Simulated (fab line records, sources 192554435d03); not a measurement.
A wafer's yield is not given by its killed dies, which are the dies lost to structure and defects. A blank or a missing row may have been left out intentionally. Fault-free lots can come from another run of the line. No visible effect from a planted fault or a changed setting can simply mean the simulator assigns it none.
Split-lot study | flow n5 finfet | on a route of 1938 steps: 7 lots, 21 wafers read

## ON THE SPLIT
At N5_BEOL_M10_COAT_22 (resist thk 90 nm), the setting spin rpm was moved away from the recipe's 1500 rpm on 6 of the 21 wafers read, by -10.7% to +8.3%. This setting was run at the recipe's value on the other wafers.

## FROM THE SPLIT TO THE READING: what the file shows between them, 4 steps
- N5_BEOL_M10_EBR_24
- N5_BEOL_M10_SOFTBAKE_23: time 60 s
- N5_BEOL_M10_EXPOSE_25: exposes mask V9
- N5_BEOL_M10_PEB_26: peb time 60 s

## THE READING
CAR-ArF_of_BEOL_M10_COAT_22.thk nm (the simulator's own value, which no gauge read), in nm, at N5_BEOL_M10_DEVELOP_27 (develop time 30 s). No usual value for it is given in the file. Across the 15 wafers here that went through the recipe, the average is 88.3 nm and the standard deviation 0.36 nm.

wafer  | tool, chamber at the split | spin rpm as run, rpm | against the recipe | CAR-ArF_of_BEOL_M10_COAT_22.thk nm, nm | against lot-mates on the recipe
L074.3 | litho track-01, 0          | 1500                 | recipe             | 88.6                                   | -
L074.6 | litho track-01, 0          | 1500                 | recipe             | 88.6                                   | -
L074.4 | litho track-01, 0          | 1500                 | recipe             | 88.4                                   | -
L075.1 | litho track-01, 0          | 1500                 | recipe             | 88.4                                   | -
L075.2 | litho track-01, 0          | 1500                 | recipe             | 88.4                                   | -
L075.3 | litho track-01, 0          | 1500                 | recipe             | 88.6                                   | -
L077.2 | litho track-01, 0          | 1358                 | -9.5%              | 92.8                                   | +4.6
L077.3 | litho track-01, 0          | 1358                 | -9.5%              | 93                                     | +4.8
L077.5 | litho track-01, 0          | 1500                 | recipe             | 88.2                                   | -
L078.2 | litho track-02, 0          | 1500                 | recipe             | 87.8                                   | -
L078.5 | litho track-02, 0          | 1624                 | +8.3%              | 84.2                                   | -3.6
L078.6 | litho track-02, 0          | 1624                 | +8.3%              | 84.4                                   | -3.4
L087.1 | litho track-02, 0          | 1500                 | recipe             | 88                                     | -
L087.3 | litho track-02, 0          | 1500                 | recipe             | 88                                     | -
L087.4 | litho track-02, 0          | 1500                 | recipe             | 88                                     | -
L092.3 | litho track-02, 0          | 1426                 | -4.9%              | 90.4                                   | +2.6
L092.4 | litho track-02, 0          | 1500                 | recipe             | 87.6                                   | -
L092.6 | litho track-02, 0          | 1500                 | recipe             | 88                                     | -
L097.1 | litho track-01, 0          | 1500                 | recipe             | 88.8                                   | -
L097.5 | litho track-01, 0          | 1500                 | recipe             | 88.8                                   | -
L097.4 | litho track-01, 0          | 1339                 | -10.7%             | 93.6                                   | +4.8

THE FIT
A straight line over all 21 wafers: CAR-ArF_of_BEOL_M10_COAT_22.thk nm changes by -0.485 nm for each +1% of spin rpm; r = -0.99; the points scatter about the line by 0.33 nm.
The same after taking each lot's own level away (the mean of its wafers on the recipe; 21 wafers): -0.461 nm for each +1%; r = -1.00; scatter 0.18 nm.
On that fit, the largest move of spin rpm shifts the reading by 4.9 nm.
Across the lots, their own levels run from 87.80 to 88.80 nm, a range of 2.8 times the standard deviation given above.
Hence the lot-to-lot level has little effect on the slope; both slopes agree.
Check: with one of the wafers moved furthest among these (-10.7%) left out of the fit, the line predicts +5.1 nm for it against its lot-mates. It came out at +4.8 nm against them.

## ADDITIONAL SPLITS CARRIED BY THESE WAFERS
Other splits were also applied to these wafers ahead of the reading. Each is held against what the fit with the lots' levels taken away leaves over:
other split on the same wafers    | wafers away from the commonest value | r with CAR-ArF_of_BEOL_M10_COAT_22.thk nm (lot level and that fit taken away)
N5_BEOL_M7_TRENCH_ETCH_37 time s  | 8                                    | +0.26
N5_BEOL_M7_ETCH_41 source w       | 7                                    | +0.16
N5_BEOL_M8_DESCUM_16 time s       | 12                                   | +0.48
N5_BEOL_M8_ETCH_62 source w       | 8                                    | +0.06
N5_BEOL_M9_PECVD_70 temp c        | 5                                    | -0.25
N5_BEOL_M9_HM_DEP_02 target thk a | 5                                    | +0.02

## THE WHOLE CHAIN: every reading that the file lists as answering this split, in the file's order
step                   | what it does      | reading                                                                             | change (the file's fit)               | r (the file's)
N5_BEOL_M10_COAT_22    | resist thk 90 nm  | CAR-ArF_of_BEOL_M10_COAT_22.thk nm (the simulator's own value, which no gauge read) | -0.469 nm for each +1% of the setting | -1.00
N5_BEOL_M10_DEVELOP_27 | develop time 30 s | CAR-ArF_of_BEOL_M10_COAT_22.thk nm (the simulator's own value, which no gauge read) | -0.463 nm for each +1% of the setting | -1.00

## THE FILE'S OWN FIT
CAR-ArF_of_BEOL_M10_COAT_22.thk nm changes by -0.463 nm for each +1% of spin rpm, r = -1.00.
